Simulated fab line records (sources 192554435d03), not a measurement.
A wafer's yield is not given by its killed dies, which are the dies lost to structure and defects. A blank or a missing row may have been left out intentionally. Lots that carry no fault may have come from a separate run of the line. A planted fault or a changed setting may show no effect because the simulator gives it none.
fab line records	flow n5_finfet
record: lots: 6	wafers: 18	last_day: 16
route steps=1938 shown SD_EPI_P@302 PASSIVATION@1936
lots that met no fault: from a run of the same line without faults
start_h: hours from the record's opening day to when the first of the lot's shown wafers began	wait_h: hours from the lot's prior step to this one	" unchanged from the row above	L1.1+2: a row that stands for several wafers	- either no value or no given start	* or withheld: withheld	< > ~ a bound
route shown NAME@n: names a module that has steps shown in the file, with the first one's number in the route	usual: mean/standard deviation taken from wafers without a fault	same: alike in all rows	chamber/n: place in a boat	sites: each site's reading	_std_site: the values' standard deviation	_edge_site: the outer-site mean with the inner-site mean subtracted	radius_mm: for every site, how far away it sits from the centre of the wafer	mask NAME#n: copy n	behind: the last tool/chamber to shape the wafer	hold: why the lot went on hold/how many hours it stayed there/how the hold came to an end	device: whichever transistor did not switch (one of n, p or np)	end of line: the tests these same wafers got at the end of their route	a step given without rows: its recipe and nothing more	killed: at the first sort, the dies lost to defects and structure; wafer yield is something else	map: per-die view of a wafer (x killed, . not killed, _ where there is no die)
set.NAME: setting as actually run; set.NAME@STEP: the setting as run at that earlier step	model.NAME: the simulator's own value behind a step, which no gauge read
lots at some steps of the route; a table a step, a row a wafer
services: a tool's chamber out of use, with start hour (start_h, from the record's first day; less than 0 if before it), hours out, and reason
== steps ==
step: N5_SD_EPI_P_DEVELOP_08
recipe: develop_time_s: 30	developer: TMAH	resist: CAR-ArF-block	dev_temp_c: 23	rinse_liquid: diw	dry: air_spin
step: N5_SD_EPI_P_CD_MEAS_09
recipe: target_cd_nm: 240	landing_energy_ev: 500	detector: se_inlens
usual: cd_nm: 240.3/0.88
lot.wafer	tool	chamber	start_h	wait_h	cd_nm
L638.1	cd_sem-01	0	89.05	-	240.2
L638.2	"	0	"	"	239.2
L638.6	"	0	"	"	239.9
L639.1	cd_sem-03	0	96.69	-	240.3
L639.2	"	0	"	"	239.6
L639.3	"	0	"	"	240.5
L640.3	cd_sem-01	0	104.65	-	239.8
L640.5	"	0	"	"	240.2
L640.6	"	0	"	"	239.8
L642.1	cd_sem-03	0	115.17	-	240.4
L642.2	"	0	"	"	241.2
L642.3	"	0	"	"	241.6
L647.1	cd_sem-02	0	143.92	-	241.0
L647.3	"	0	"	"	240.6
L647.6	"	0	"	"	240.7
L649.1	cd_sem-01	0	154.50	-	241.4
L649.3	"	0	"	"	239.8
L649.6	"	0	"	"	240.7
step: N5_SD_EPI_P_OVL_MEAS_10
recipe: points_per_wafer: 44
usual: SD_P_BLK_OVL: 0.1/0.65
lot.wafer	tool	chamber	start_h	wait_h	SD_P_BLK_OVL[nm]
L638.1	overlay-01	0	89.08	0.0	-1.3
L638.2	"	0	"	"	0.3
L638.6	"	0	"	"	-0.1
L639.1	overlay-01	0	96.72	0.0	-0.4
L639.2	"	0	"	"	0.2
L639.3	"	0	"	"	0.6
L640.3	overlay-01	0	104.68	0.0	0.4
L640.5	"	0	"	"	0.8
L640.6	"	0	"	"	0.3
L642.1	overlay-01	0	115.20	0.0	-0.9
L642.2	"	0	"	"	1.2
L642.3	"	0	"	"	-0.2
L647.1	overlay-02	0	143.95	0.0	-0.1
L647.3	"	0	"	"	-0.2
L647.6	"	0	"	"	-0.3
L649.1	overlay-01	0	154.53	0.0	0.3
L649.3	"	0	"	"	0.3
L649.6	"	0	"	"	-0.3
step: N5_SD_EPI_P_INSPECT_11
recipe: mode: adi	inspect_instrument: macro
usual: raw_defect_count: 2.1/1.5
lot.wafer	tool	chamber	start_h	wait_h	raw_defect_count
L638.1	defect_inspect-02	-	89.10	0.0	4
L638.2	"	-	"	"	0
L638.6	"	-	"	"	1
L639.1	defect_inspect-01	-	96.75	0.0	1
L639.2	"	-	"	"	1
L639.3	"	-	"	"	4
L640.3	defect_inspect-01	-	104.70	0.0	6
L640.5	"	-	"	"	5
L640.6	"	-	"	"	2
L642.1	defect_inspect-01	-	115.22	0.0	2
L642.2	"	-	"	"	4
L642.3	"	-	"	"	1
L647.1	defect_inspect-02	-	143.98	0.0	1
L647.3	"	-	"	"	2
L647.6	"	-	"	"	3
L649.1	defect_inspect-01	-	154.56	0.0	4
L649.3	"	-	"	"	1
L649.6	"	-	"	"	5
step: N5_SD_EPI_P_DESCUM_14
recipe: chemistry: O2	time_s: 7.9	source_power_w: 50	bias_power_w: 20	pressure_mtorr: 20	rf_frequency_hz: 2.712e+07	temp_c: 40	resist: CAR-ArF-block	o2_flow_sccm: 225
usual: drypump_motor_current_A: 6.1/0.48	oes_product_au: 0.76/0.065	rf_vpp_V: 243.0/1.2	showerhead_plenum_p_Torr: 2.08/0.068	throttle_valve_pct: 20.47/0.18
lot.wafer	tool	chamber	start_h	wait_h	drypump_motor_current_A	oes_product_au	rf_hours_counter_h	rf_vpp_V	showerhead_plenum_p_Torr	throttle_valve_pct
L638.1	rie_diel-02	3	89.14	0.0	6.6	0.82	83	242.3	2.03	20.60
L638.2	"	1	"	"	5.7	0.73	152	245.5	2.18	20.45
L638.6	"	3	"	"	6.5	0.83	-	242.3	2.03	20.61
L639.1	rie_diel-06	1	96.78	0.0	5.8	0.79	125	242.5	2.02	20.13
L639.2	"	3	"	"	5.5	0.74	146	244.6	2.19	20.66
L639.3	"	0	"	"	6.4	0.97	11	243.8	2.15	20.17
L640.3	rie_diel-02	0	104.76	0.1	6.5	0.75	130	242.8	2.10	20.71
L640.5	"	3	"	"	6.6	0.82	-	242.0	2.03	20.62
L640.6	"	2	"	"	5.8	0.72	-	243.8	2.07	20.42
L642.1	rie_diel-05	1	115.26	0.0	5.7	0.72	182	241.1	1.99	20.56
L642.2	"	0	"	"	6.0	0.71	248	245.4	2.14	20.36
L642.3	"	2	"	"	6.7	0.72	207	242.7	2.09	20.41
L647.1	rie_diel-05	3	144.01	0.0	5.2	0.73	181	242.5	2.09	20.43
L647.3	"	1	"	"	5.7	0.71	191	241.8	1.98	20.58
L647.6	"	3	"	"	5.2	0.74	-	242.0	2.09	20.41
L649.1	rie_diel-06	1	154.59	0.0	5.8	0.77	138	243.4	2.02	20.15
L649.3	"	2	"	"	6.7	0.71	209	241.8	1.99	20.67
L649.6	"	1	"	"	5.8	0.77	-	240.9	2.02	20.16
step: N5_SD_EPI_P_ETCH_36
recipe: chemistry: CF4	target: SiARC	target_depth_a: 455	mask_material: CAR-ArF-block	time_s: 75.8	ion_energy_ev: 80	pressure_mtorr: 40	source_w: 545	bias_w: 36	Ar_flow_sccm: 100	cf4_flow_sccm: 100	ends: cleared
step: N5_SD_EPI_P_ETCH_37
recipe: chemistry: N2/H2	target: SOC	overetch_a: 1080	mask_material: SiARC	temp_c: 40	ion_energy_ev: 100	source_w: 3000	bias_w: 133	pressure_mtorr: 20	time_s: 486	n2_flow_sccm: 200	h2_flow_sccm: 200	ends: end_point
usual: drypump_motor_current_A: 6.1/0.48	oes_product_au: 0.68/0.052	rf_vpp_V: 240.6/1.3	showerhead_plenum_p_Torr: 2.53/0.076	throttle_valve_pct: 23.89/0.22
lot.wafer	tool	chamber	start_h	wait_h	drypump_motor_current_A	oes_product_au	rf_hours_counter_h	rf_vpp_V	showerhead_plenum_p_Torr	throttle_valve_pct
L638.1	rie_diel-02	3	89.23	0.0	6.5	0.72	83	242.2	2.46	24.29
L638.2	"	1	"	"	5.7	0.66	152	242.6	2.64	23.86
L638.6	"	3	"	"	6.6	0.74	-	240.9	2.46	24.26
L639.1	rie_diel-06	1	96.87	0.0	5.7	0.70	125	240.8	2.46	23.57
L639.2	"	3	"	"	5.6	0.66	146	241.0	2.64	23.95
L639.3	"	0	"	"	6.5	0.84	11	241.7	2.59	23.73
L640.3	rie_diel-02	0	104.85	0.0	6.5	0.68	131	240.5	2.55	24.13
L640.5	"	3	"	"	6.5	0.73	-	239.6	2.46	24.26
L640.6	"	2	"	"	5.8	0.63	-	240.5	2.52	23.69
L642.1	rie_diel-05	1	115.35	0.0	5.7	0.66	182	239.7	2.43	24.20
L642.2	"	0	"	"	6.0	0.63	249	241.9	2.60	23.78
L642.3	"	2	"	"	6.7	0.64	207	240.5	2.53	23.65
L647.1	rie_diel-05	3	144.10	0.0	5.2	0.67	181	240.9	2.52	23.85
L647.3	"	1	"	"	5.7	0.65	191	239.2	2.43	24.21
L647.6	"	3	"	"	5.2	0.66	-	241.8	2.52	23.83
L649.1	rie_diel-06	1	154.68	0.0	5.8	0.69	138	240.7	2.46	23.58
L649.3	"	2	"	"	6.7	0.65	209	239.9	2.41	23.90
L649.6	"	1	"	"	5.8	0.69	-	240.1	2.46	23.61
step: N5_SD_EPI_P_STRIP_38
recipe: chemistry: N2/H2	temp_c: 40	n2_flow_sccm: 200	h2_flow_sccm: 200	rf_frequency_hz: 6e+07
step: N5_SD_EPI_P_ETCHBACK_46
recipe: chemistry: CH3F/O2	mode: anisotropic_etchback	target: SiNx	target_depth_a: 175	stop_on: SiO2	over_etch_frac: 0.3	ion_energy_ev: 120	pressure_mtorr: 30	source_w: 395	bias_w: 73	Ar_flow_sccm: 150	CH3F_flow_sccm: 30	O2_flow_sccm: 20
usual: O2_flow_sccm: 20.00/0.057	drypump_motor_current_A: 6.1/0.48	oes_product_au: 0.65/0.049	rf_vpp_V: 299/5.3	showerhead_plenum_p_Torr: 1.99/0.063	throttle_valve_pct: 16.39/0.19
lot.wafer	tool	chamber	start_h	wait_h	O2_flow_sccm	drypump_motor_current_A	oes_product_au	rf_hours_counter_h	rf_vpp_V	showerhead_plenum_p_Torr	throttle_valve_pct
L638.1	rie_diel-02	3	89.55	0.0	20.00	6.5	0.70	83	292	1.92	16.39
L638.2	"	1	"	"	19.95	5.7	0.63	152	298	2.08	16.31
L638.6	"	3	"	"	20.01	6.5	0.70	-	292	1.92	16.37
L639.1	rie_diel-06	1	97.20	0.0	20.01	5.8	0.67	125	303	1.92	16.03
L639.2	"	3	"	"	19.93	5.5	0.62	146	308	2.09	16.49
L639.3	"	0	"	"	19.89	6.5	0.80	11	299	2.06	16.05
L640.3	rie_diel-02	0	105.17	0.0	19.92	6.5	0.64	131	305	2.01	16.59
L640.5	"	3	"	"	19.97	6.6	0.69	-	291	1.92	16.38
L640.6	"	2	"	"	20.05	5.8	0.61	-	293	1.99	16.45
L642.1	rie_diel-05	1	115.67	0.0	20.03	5.7	0.62	182	300	1.92	16.65
L642.2	"	0	"	"	20.04	6.0	0.60	249	302	2.04	16.30
L642.3	"	2	"	"	20.05	6.8	0.62	207	291	1.99	16.32
L647.1	rie_diel-05	3	144.43	0.0	20.06	5.2	0.63	181	294	2.01	16.46
L647.3	"	1	"	"	20.02	5.7	0.62	192	300	1.91	16.66
L647.6	"	3	"	"	20.16	5.2	0.63	-	294	2.01	16.48
L649.1	rie_diel-06	1	155.01	0.0	20.04	5.8	0.66	138	303	1.92	16.07
L649.3	"	2	"	"	19.96	6.7	0.62	209	302	1.91	16.59
L649.6	"	1	"	"	20.00	5.8	0.66	-	302	1.92	16.07
step: N5_SD_EPI_P_ETCH_47
recipe: chemistry: CH3F/O2	target: SiOCN	target_depth_a: 250	mask_material: SOC	ion_energy_ev: 60	bias_w: 29	pressure_mtorr: 30	source_w: 410	Ar_flow_sccm: 150	CH3F_flow_sccm: 30	O2_flow_sccm: 20
usual: O2_flow_sccm: 19.99/0.062	drypump_motor_current_A: 6.1/0.48	oes_product_au: 0.76/0.062	rf_vpp_V: 128.0/2.3	showerhead_plenum_p_Torr: 1.99/0.063	throttle_valve_pct: 16.37/0.19
lot.wafer	tool	chamber	start_h	wait_h	O2_flow_sccm	drypump_motor_current_A	oes_product_au	rf_hours_counter_h	rf_vpp_V	showerhead_plenum_p_Torr	throttle_valve_pct
L638.1	rie_diel-02	3	89.65	0.1	19.93	6.5	0.81	84	125.1	1.92	16.36
L638.2	"	1	"	"	19.97	5.7	0.73	152	127.3	2.08	16.28
L638.6	"	3	"	"	19.98	6.5	0.82	-	125.2	1.92	16.35
L639.1	rie_diel-06	1	97.30	0.1	20.05	5.8	0.77	125	129.2	1.92	16.03
L639.2	"	3	"	"	20.24	5.5	0.74	146	130.9	2.09	16.47
L639.3	"	0	"	"	19.96	6.4	0.95	11	129.5	2.06	16.04
L640.3	rie_diel-02	0	105.27	0.1	19.97	6.6	0.75	131	131.4	2.01	16.54
L640.5	"	3	"	"	19.93	6.5	0.81	-	124.8	1.92	16.35
L640.6	"	2	"	"	19.95	5.9	0.72	-	126.9	1.99	16.44
L642.1	rie_diel-05	1	115.77	0.1	19.97	5.8	0.72	182	128.7	1.92	16.61
L642.2	"	0	"	"	20.11	6.0	0.71	249	128.7	2.04	16.29
L642.3	"	2	"	"	20.00	6.7	0.70	207	124.6	1.99	16.29
L647.1	rie_diel-05	3	144.53	0.1	20.09	5.2	0.74	181	126.5	2.01	16.44
L647.3	"	1	"	"	19.95	5.7	0.71	192	128.6	1.91	16.64
L647.6	"	3	"	"	20.10	5.2	0.74	-	126.4	2.01	16.44
L649.1	rie_diel-06	1	155.11	0.1	20.01	5.8	0.76	138	129.7	1.92	16.04
L649.3	"	2	"	"	20.02	6.7	0.72	210	129.5	1.91	16.59
L649.6	"	1	"	"	20.02	5.8	0.77	-	128.8	1.92	16.04
step: N5_SD_EPI_P_ETCH_16
recipe: chemistry: CHF3/O2	target: SiO2	target_depth_a: 50	mask_material: SOC	pressure_mtorr: 30	source_w: 650	bias_w: 170	Ar_flow_sccm: 200	CHF3_flow_sccm: 50	O2_flow_sccm: 5	ion_energy_ev: 200
usual: O2_flow_sccm: 5.000/0.016	drypump_motor_current_A: 6.1/0.47	oes_product_au: 0.76/0.061	rf_vpp_V: 526/9.1	showerhead_plenum_p_Torr: 2.40/0.074	throttle_valve_pct: 18.93/0.2
lot.wafer	tool	chamber	start_h	wait_h	O2_flow_sccm	drypump_motor_current_A	oes_product_au	rf_hours_counter_h	rf_vpp_V	showerhead_plenum_p_Torr	throttle_valve_pct
L638.1	rie_diel-02	3	89.75	0.1	5.011	6.5	0.82	84	515	2.32	18.95
L638.2	"	1	"	"	4.988	5.7	0.72	152	525	2.50	18.85
L638.6	"	3	"	"	4.994	6.5	0.82	-	513	2.32	18.95
L639.1	rie_diel-06	1	97.40	0.1	5.013	5.8	0.77	125	534	2.31	18.51
L639.2	"	3	"	"	4.978	5.6	0.75	146	541	2.51	19.05
L639.3	"	0	"	"	4.982	6.4	0.95	11	528	2.47	18.62
L640.3	rie_diel-02	0	105.37	0.1	5.009	6.5	0.75	131	539	2.42	19.17
L640.5	"	3	"	"	5.011	6.5	0.81	-	515	2.32	18.94
L640.6	"	2	"	"	4.984	5.8	0.72	-	516	2.39	19.00
L642.1	rie_diel-05	1	115.87	0.1	5.022	5.7	0.71	182	528	2.32	19.20
L642.2	"	0	"	"	5.023	5.9	0.71	249	531	2.46	18.82
L642.3	"	2	"	"	5.014	6.7	0.71	207	510	2.39	18.82
L647.1	rie_diel-05	3	144.63	0.1	5.002	5.2	0.73	181	516	2.42	18.99
L647.3	"	1	"	"	5.008	5.7	0.71	192	527	2.31	19.21
L647.6	"	3	"	"	5.010	5.2	0.74	-	518	2.42	19.00
L649.1	rie_diel-06	1	155.21	0.1	4.968	5.8	0.75	139	533	2.31	18.55
L649.3	"	2	"	"	4.999	6.7	0.72	210	529	2.30	19.09
L649.6	"	1	"	"	5.000	5.8	0.76	-	532	2.31	18.53
step: N5_SD_EPI_P_STRIP_50
recipe: chemistry: CHF3/O2	resist: SiARC	rf_frequency_hz: 6e+07
step: N5_SD_EPI_P_SD_RECESS_17
recipe: chemistry: HBr/Cl2/O2	target_depth_a: 391	bt_time_s: 3	pressure_mtorr: 10	icp_w: 800	bias_w: 112	HBr_flow_sccm: 150	Cl2_flow_sccm: 80	O2_flow_sccm: 12
usual: O2_flow_sccm: 12.00/0.036	drypump_motor_current_A: 5.5/0.53	mfc_cl2_sccm: 79.99/0.24	oes_product_au: 1.004/0.014	throttle_valve_pct: 37.11/0.3
lot.wafer	tool	chamber	start_h	wait_h	O2_flow_sccm	drypump_motor_current_A	mfc_cl2_sccm	oes_product_au	rf_hours_counter_h	throttle_valve_pct	model.etch.depth_nm	model.SD_EPI_P.feature_depth_nm
L638.1	rie_si-04	3	89.82	0.0	11.99	5.6	79.89	1.001	165	36.90	38.92	39
L638.2	"	0	"	"	12.03	5.5	79.71	1.015	13	37.28	39.36	39.4
L638.6	"	0	"	"	12.07	5.4	80.00	1.005	-	37.27	39.53	39.6
L639.1	rie_si-03	1	97.47	0.0	12.07	6.8	79.84	1.003	21	36.94	38.44	38.4
L639.2	"	3	"	"	11.99	5.4	79.71	0.978	69	37.59	38.28	38.2
L639.3	"	2	"	"	11.99	5.7	80.01	1.009	10	36.91	41.04	41
L640.3	rie_si-03	3	105.44	0.0	12.01	5.5	80.01	0.978	70	37.57	38.7	38.8
L640.5	"	3	"	"	12.02	5.4	80.05	1.056	-	37.52	49.89	49.8
L640.6	"	1	"	"	12.02	6.8	79.92	1.004	-	36.94	38.53	38.6
L642.1	rie_si-03	1	115.94	0.0	11.92	6.8	80.06	1.075	21	36.88	49.89	49.8
L642.2	"	0	"	"	12.00	6.2	79.88	0.998	144	37.39	38.24	38.2
L642.3	"	3	"	"	12.08	5.5	80.30	0.971	70	37.58	38.16	38.2
L647.1	rie_si-01	1	144.70	0.0	11.96	5.9	80.06	0.998	172	36.84	38.79	38.8
L647.3	"	3	"	"	11.97	4.8	79.64	1.013	190	37.34	39.21	39.2
L647.6	"	3	"	"	11.92	4.7	79.82	1.015	-	37.33	39.2	39.2
L649.1	rie_si-01	0	155.28	0.0	12.04	5.4	79.79	1.025	72	37.04	38.49	38.4
L649.3	"	1	"	"	11.98	6.0	80.15	1.002	173	36.83	38.2	38.2
L649.6	"	0	"	"	12.00	5.4	80.17	1.033	-	37.05	38.91	39
step: N5_SD_EPI_P_WET_ETCH_45
recipe: chemistry: dHF	dilution: withheld	time_s: 10.7	target: SiO2	target_depth_a: 20	temp_c: 25	dry: ipa_marangoni	rinse_time_s: 30	rinse_temp_c: 23
step: N5_PASSIVATION_PROBE_49
usual: killed_at_M0_to_M3: 33/11	killed_at_M4_up: 15/6.2	killed_at_contacts: 13/6.5	killed_at_front_end: 38/11	killed_at_other: 3.4/2.6	killed_dies: 102/17	killed_open: 67/12	killed_short: 34/7.9
same: gross_dies: 1180	killed_at_back_side: 0
lot.wafer	tool	chamber	start_h	wait_h	killed_at_M0_to_M3	killed_at_M4_up	killed_at_contacts	killed_at_front_end	killed_at_other	killed_dies	killed_open	killed_short
L649.1	prober-02	-	392.52	0.0	33	24	14	30	7	108	71	35
L649.3	prober-02	-	392.62	0.1	18	25	18	38	4	103	74	28
L649.6	prober-02	-	392.77	0.3	11	25	12	48	1	97	61	34
killed by level:class
L649.1 BEOL_M4:geometric_particle:open=13 MOL_CONTACT_COAG:geometric_particle:open=12 BEOL_M2:geometric_particle:open=11 GATE_CUT:geometric_particle:open=5 BEOL_M1:geometric_particle:open=5 BEOL_M4:geometric_particle:short=5 BEOL_M0_SAQP:geometric_particle:open=4 FIN_SAQP:geometric_particle:short=4
L649.3 MOL_CONTACT_COAG:geometric_particle:open=17 BEOL_M4:geometric_particle:open=15 GATE_CUT:geometric_particle:short=11 BEOL_M2:geometric_particle:open=11 GATE_CUT:geometric_particle:open=7 FIN_SAQP:geometric_particle:short=4 FIN_SAQP:geometric_particle:open=4 BEOL_M4:geometric_particle:short=4
L649.6 BEOL_M4:geometric_particle:open=15 MOL_CONTACT_COAG:geometric_particle:open=12 STI_FIN_REVEAL:geometric_particle:open=9 FIN_SAQP:geometric_particle:short=8 BEOL_M0_SAQP:geometric_particle:short=7 GATE_CUT:geometric_particle:short=5 STARTING-WAFER:geometric_particle:short=5 FIN_SAQP:geometric_particle:open=4
== services ==
tool	chamber	start_h	hours	kind
rie_diel-02	1	93.14	16.4	repair
rie_si-03	0	96.08	10.2	repair
rie_diel-05	0	122.27	-	clean
rie_diel-05	0	122.27	-	consumable_replace:focus_ring
rie_diel-05	0	122.27	24.0	scheduled_down
rie_diel-05	0	122.27	24.0	vent_cycle
rie_si-03	2	144.22	29.4	repair
rie_si-03	-	148.63	11.8	repair
== key ==
first_sign: step: N5_SD_EPI_P_SD_RECESS_17	reading: oes_product_au	direction: up	sigmas: 4.4	usual: 1.004	struck: 1.065
effect none on later readings
model_effect: step: N5_SD_EPI_P_SD_RECESS_17	value: etch.depth_nm	without: 38.35	struck: 49.89
met_at N5_SD_EPI_P_SD_RECESS_17
struck_wafers L640.5,L642.1
tester_left_out L640,L642
onset_between 97.47 105.44
fault: kind: process_parameter_drift	tool: rie_si-03	chamber: -	onset_h: 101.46	steps: N5_SD_EPI_P_SD_RECESS_17	channel: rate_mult	offset: 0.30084	shape: step	end_h: 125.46	scope: struck_wafers_only
tester_left_out: of these lots the tester's yield and bins aren't shown, on N5 and GAA mostly nor the transistor test; their killed dies are dies lost to structure and defects alone, not to doping, threshold or leakage, so they don't give the yield
